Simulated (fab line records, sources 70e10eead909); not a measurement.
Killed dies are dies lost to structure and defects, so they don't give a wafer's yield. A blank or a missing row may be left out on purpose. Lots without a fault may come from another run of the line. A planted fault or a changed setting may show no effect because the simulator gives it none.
Which tool did it? | flow nand_harc | 6 lots, 18 wafers sampled, at 1 step of a route of 1159

WHAT THE GAUGES READ, wafer by wafer
NHARC_A_M1_CD_MEAS_09: target cd 120 nm.
lot  | measured     | on        | cd_nm (nm)
L422 | day 18 12:47 | cd_sem-02 | 119.5 120.7 119.9
L423 | day 18 16:15 | cd_sem-02 | 120.1 119.7 120.3
L424 | day 19 13:45 | cd_sem-03 | 120.4 120.5 120.1
L426 | day 19 18:14 | cd_sem-03 | 120.1 119.9 119.3
L438 | day 21 21:46 | cd_sem-02 | 119.4 120.7 121.0
L441 | day 22 18:55 | cd_sem-03 | 120.3 120.7 120.2

WHICH TOOL RAN EACH LOT (tool, then ch and the chambers of the sampled wafers, then the start)
The record holds no process step before these readings.

THE ANSWER, worked out from the rows above alone
Rule: what is usual is taken from the lots themselves. Put in order of their means at a reading, lots are off if they are a third of the lots or fewer, leave a main group of 4 or more, and stand apart from it by a gap of 3 or more times the standard deviation of the main group's means; of several such gaps the widest counts. A main group whose means are all the same, to the digits that the tables above print for the reading, isn't used. A lot without any number at a reading at which 4 lots or more have one is off too. The other lots that the step has rows for count as sound.
No lot is off at any reading shown: from this, nothing can be told.

WHAT THE SIMULATOR HAD PUT IN
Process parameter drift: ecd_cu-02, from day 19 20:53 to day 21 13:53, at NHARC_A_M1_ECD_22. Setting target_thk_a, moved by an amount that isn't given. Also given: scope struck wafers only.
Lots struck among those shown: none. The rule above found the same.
